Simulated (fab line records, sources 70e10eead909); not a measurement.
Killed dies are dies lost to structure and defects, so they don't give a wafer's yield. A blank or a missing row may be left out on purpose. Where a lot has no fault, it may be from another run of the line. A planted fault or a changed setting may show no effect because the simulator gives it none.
Matching of chambers | flow nand-harc | rie-diel-03 running NHARC_P_M0_ETCH_34: 4 sister chambers
The step etches the open film in N2/H2, target depth 40 nm, overetch 12 nm, time 43.94 s. 20 wafers are shown with their chamber, then 10 later ones without.

== EACH WAFER AND ITS CHAMBER ==
wafer  | chamber | drypump-motor-current-A (A) | showerhead-plenum-p-Torr (Torr) | rf-vpp-V (V)
L075.1 | 3       | 6.5                         | 2.14                            | 434.3
L075.2 | 0       | 5.3                         | 2.08                            | 430.9
L075.4 | 1       | 6.2                         | 2.15                            | 432.3
L077.1 | 2       | 5.9                         | 2.01                            | 430.9
L077.2 | 3       | 6.5                         | 2.14                            | 432.9
L077.5 | 2       | 5.9                         | 2.01                            | 428.9
L079.1 | 3       | 6.5                         | 2.13                            | 434.5
L079.3 | 1       | 6.1                         | 2.15                            | 433.7
L079.5 | 3       | 6.5                         | 2.13                            | 434.5
L082.1 | 1       | 6.1                         | 2.15                            | 433.3
L082.2 | 0       | 5.3                         | 2.07                            | 431.3
L082.5 | 1       | 6.1                         | 2.15                            | 433.5
L085.3 | 2       | 5.9                         | 2.00                            | 429.8
L085.4 | 1       | 6.2                         | 2.14                            | 431.9
L085.6 | 0       | 5.3                         | 2.07                            | 431.3
L087.1 | 2       | 5.9                         | 2.00                            | 430.0
L087.2 | 0       | 5.3                         | 2.07                            | 431.2
L087.5 | 1       | 6.1                         | 2.14                            | 433.5
L089.1 | 1       | 6.2                         | 2.14                            | 433.8
L089.3 | 3       | 6.5                         | 2.13                            | 432.6

SIGNATURES, as means of the wafers listed above
reading                  | chamber 0 | chamber 1 | chamber 2 | chamber 3 | scatter within a chamber
drypump-motor-current-A  | 5.300     | 6.143     | 5.900     | 6.500     | 0.0327
showerhead-plenum-p-Torr | 2.0725    | 2.1457    | 2.0050    | 2.1340    | 0.0054
rf-vpp-V                 | 431.175   | 433.143   | 429.900   | 433.760   | 0.745
Rule: a wafer lies at a distance from a chamber equal to the root of the sum of squares, over the readings, of (its reading less the chamber's mean, divided by the reading's scatter). The wafer belongs to the nearest chamber; if the next one is less than 2 further off, it can't be placed. The scatter is the square root of a quotient: the sum, over the shown wafers, of each reading's squared deviation from its chamber's mean, divided by wafers minus chambers.

== WAFERS WITHOUT THEIR CHAMBER ==
wafer  | drypump-motor-current-A (A) | showerhead-plenum-p-Torr (Torr) | rf-vpp-V (V)
L089.4 | 5.3                         | 2.07                            | 431.8
L092.3 | 5.3                         | 2.07                            | 430.4
L092.4 | 6.1                         | 2.14                            | 432.9
L092.6 | 6.5                         | 2.12                            | 431.6
L096.2 | 6.5                         | 2.12                            | 433.1
L096.5 | 6.5                         | 2.12                            | 433.7
L096.6 | 5.9                         | 1.99                            | 428.5
L097.2 | 5.9                         | 1.99                            | 431.0
L097.3 | 6.2                         | 2.14                            | 432.9
L097.6 | 5.9                         | 1.99                            | 429.3

== WHICH CHAMBER EACH WENT THROUGH ==
wafer  | from the rows above | in truth
L089.4 | 0                   | 0
L092.3 | 0                   | 0
L092.4 | 1                   | 1
L092.6 | 3                   | 3
L096.2 | 3                   | 3
L096.5 | 3                   | 3
L096.6 | 2                   | 2
L097.2 | 2                   | 2
L097.3 | 1                   | 1
L097.6 | 2                   | 2
Correct placement for 10 of the 10. Not placeable from these rows: 0. Number placed wrongly: 0.
